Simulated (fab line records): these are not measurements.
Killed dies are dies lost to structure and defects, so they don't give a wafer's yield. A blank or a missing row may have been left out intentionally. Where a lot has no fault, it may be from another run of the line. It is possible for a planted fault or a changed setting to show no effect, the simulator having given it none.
Which tool was responsible? -- flow nandHarc -- 13 lots with 39 wafers sampled at 5 steps, on a route of 1159 steps

WHAT THE GAUGES SHOWED, per wafer
NHARC_A_WL_FILL_INSPECT_15. Usual: rawDefectCount 384, standard deviation 130.
lot,measured,on,rawDefectCount,flag
L150,day 16 01:08,defectInspect-01,266 329 332,
L153,day 16 10:00,defectInspect-02,241 368 369,
L151,day 16 10:32,defectInspect-01,375 333 423,
L154,day 16 21:37,defectInspect-02,248 392 525,
L155,day 17 15:38,defectInspect-02,651 984 588,
L157,day 18 05:27,defectInspect-02,241 245 215,
L160,day 18 16:20,defectInspect-01,267 355 255,
L158,day 18 16:39,defectInspect-02,470 372 547,
L165,day 19 11:50,defectInspect-02,563 328 263,
L166,day 20 03:47,defectInspect-01,297 406 383,
L164,day 20 04:31,defectInspect-02,400 293 356,
L168,day 20 14:22,defectInspect-02,514 614 484,
L170,day 21 04:01,defectInspect-02,585 608 611,

NHARC_END_SORT_01. Usual: killedAtArray 27, standard deviation 11; killedAtOther 0.6, standard deviation 1; killedAtPeriphery 3.0, standard deviation 2.1; killedDies 31, standard deviation 12; killedOpen 3.2, standard deviation 1.7; killedShort 1.7, standard deviation 1.4.
lot,measured,on,killedAtArray,killedAtOther,killedAtPeriphery,killedDies,killedOpen,killedShort,flag
L164,day 23 12:03,prober-02,669 667 674,0 1 1,5 3 2,674 671 677,4 6 7,3 2 1,OFF
L168,day 23 21:19,prober-01,669 676 671,0 0 1,2 1 3,671 677 675,3 5 4,1 3 1,OFF

TOOL THAT RAN EACH LOT (tool first, then ch and the chambers of the sampled wafers, then the start)
lot,NHARC_A_CONTACT_ETCH_51,NHARC_A_CONTACT_ETCH_111,NHARC_A_CONTACT_ETCH_118
L150,"rieDiel-12 ch 1,2, day 16 05:35","harCapEtch-01 ch 0,1, day 16 06:18","harCapEtch-01 ch 0,1, day 16 07:01"
L153,"rieDiel-01 ch 0,2,3, day 16 17:14","harCapEtch-02 ch 0,1, day 16 17:49","harCapEtch-02 ch 0,1, day 16 18:34"
L151,"rieDiel-01 ch 0,1,3, day 16 18:56","harCapEtch-03 ch 0,1, day 16 19:36","harCapEtch-03 ch 0,1, day 16 20:19"
L154,"rieDiel-02 ch 1,2,3, day 17 02:22","harCapEtch-01 ch 0,1, day 17 03:02","harCapEtch-01 ch 0,1, day 17 03:47"
L155,"rieDiel-01 ch 0,1,3, day 17 21:34","harCapEtch-02 ch 0,1, day 17 22:16","harCapEtch-02 ch 0,1, day 17 22:59"
L157,"rieDiel-02 ch 1,2,3, day 18 10:11","harCapEtch-02 ch 0,1, day 18 10:42","harCapEtch-02 ch 0,1, day 18 11:25"
L160,"rieDiel-01 ch 0,1,2, day 18 21:25","harCapEtch-01 ch 0, day 18 22:08","harCapEtch-01 ch 0, day 18 22:51"
L158,"rieDiel-02 ch 0,1,3, day 18 22:00","harCapEtch-02 ch 0,1, day 18 22:35","harCapEtch-02 ch 0,1, day 18 23:18"
L165,"rieDiel-02 ch 1,2,3, day 19 17:34","harCapEtch-03 ch 0,1, day 19 18:06","harCapEtch-03 ch 0,1, day 19 18:50"
L166,"rieDiel-12 ch 0,1, day 20 08:05","harCapEtch-02 ch 0,1, day 20 08:46","harCapEtch-02 ch 0,1, day 20 09:29"
L164,"rieDiel-01 ch 0,1,2, day 20 09:27","harCapEtch-03 ch 0,1, day 20 10:07","harCapEtch-03 ch 0,1, day 20 10:52"
L168,"rieDiel-01 ch 1,2,3, day 20 19:18","harCapEtch-02 ch 0,1, day 20 19:59","harCapEtch-02 ch 0,1, day 20 20:43"
L170,"rieDiel-02 ch 0,1,3, day 21 12:24","harCapEtch-01 ch 0,1, day 21 13:03","harCapEtch-01 ch 0,1, day 21 13:47"
- NHARC_A_CONTACT_ETCH_51: etches the open film in O2/COS, target depth 3600 nm, time 936 s.
- NHARC_A_CONTACT_ETCH_111: etches the open film in C4F8/O2/Ar, time 140 s, target depth 700 nm.
- NHARC_A_CONTACT_ETCH_118: etches the open film in C4F8/O2/Ar, time 94 s, target depth 922 nm.

AS READ BY THE TOOLS THEMSELVES (means over the sampled wafers that have a number; for cases with no such wafer, the mark the record gives instead)
NHARC_A_CONTACT_ETCH_51. Usual: drypumpMotorCurrentA 5.9 A, standard deviation 0.54; oesProductAu 1.000 a.u., standard deviation 0.0094; rfVppV 314.2 V, standard deviation 1.9; runLengthS 957.4 s, standard deviation 0.56; showerheadPlenumPTorr 3.13 Torr, standard deviation 0.12; throttleValvePct 28.330 %, standard deviation 0.0093.
lot,tool,drypumpMotorCurrentA (A),oesProductAu (a.u.),rfVppV (V),runLengthS (s),showerheadPlenumPTorr (Torr),throttleValvePct (%),flag
L150,rieDiel-12,5.5,1.004,314.2,957.5,3.10,28.325,
L153,rieDiel-01,5.7,0.999,312.6,957.1,3.05,28.337,
L151,rieDiel-01,5.8,0.999,314.7,957.0,3.12,28.334,
L154,rieDiel-02,6.1,1.002,314.8,957.5,3.21,28.325,
L155,rieDiel-01,5.8,1.008,314.2,957.3,3.12,28.323,
L157,rieDiel-02,6.1,1.009,315.9,957.6,3.21,28.329,
L160,rieDiel-01,5.4,1.010,314.4,957.4,3.12,28.336,
L158,rieDiel-02,6.5,0.997,314.2,957.7,3.10,28.319,
L165,rieDiel-02,6.1,1.005,314.3,957.7,3.20,28.327,
L166,rieDiel-12,6.3,1.013,314.3,957.9,3.09,28.333,
L164,rieDiel-01,5.4,0.997,313.5,702.6,3.11,28.333,OFF
L168,rieDiel-01,5.6,1.007,314.4,701.8,3.09,28.319,OFF
L170,rieDiel-02,6.4,0.994,314.1,957.8,3.09,28.327,

NHARC_A_CONTACT_ETCH_111. Usual: runLengthS 141.5 s, standard deviation 0.39.
lot,tool,runLengthS (s),flag
L150,harCapEtch-01,141.2,
L153,harCapEtch-02,141.7,
L151,harCapEtch-03,141.5,
L154,harCapEtch-01,141.0,
L155,harCapEtch-02,141.5,
L157,harCapEtch-02,141.9,
L160,harCapEtch-01,140.9,
L158,harCapEtch-02,141.6,
L165,harCapEtch-03,141.4,
L166,harCapEtch-02,141.8,
L164,harCapEtch-03,141.5,
L168,harCapEtch-02,141.5,
L170,harCapEtch-01,141.5,

THE ANSWER, worked out from the rows above alone
Rule: lot off if the mean of its wafers having a number is beyond 3 standard deviations from the usual mean. Also off: a lot with no number at a reading for which 4 or more lots have one. Where the step has rows for the other lots, those lots are counted as sound. First the gauges in route order, then the tools' own readings, where a lot's mean is used as printed above. The first step at which some lot is off is used, and at that step the reading that is off furthest; a lot without a number counts as furthest.
Off at NHARC_END_SORT_01 (killedAtArray): L164, L168. Neither off nor sound, because the step has no rows for them: L150, L153, L151, L154, L155, L157, L160, L158, L165, L166, L170.
If a tool, at a process step before that reading, ran all the lots that are off and no sound lot after the first of them, it fits. Not tried: the gauges at NHARC_END_SORT_01; whatever is off there is also off at NHARC_A_CONTACT_ETCH_51, on other tools, and gauge error can't account for it. One fits: rieDiel-01 at NHARC_A_CONTACT_ETCH_51. It ran no sound lot before its first lot that is off in this sample, so the start can't be narrowed down.

WHAT WAS PUT IN BY THE SIMULATOR
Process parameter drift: rieDiel-01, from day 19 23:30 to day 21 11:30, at NHARC_A_CONTACT_ETCH_51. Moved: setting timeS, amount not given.
Shown lots that were struck: L164, L168. The rule given above showed the same thing.
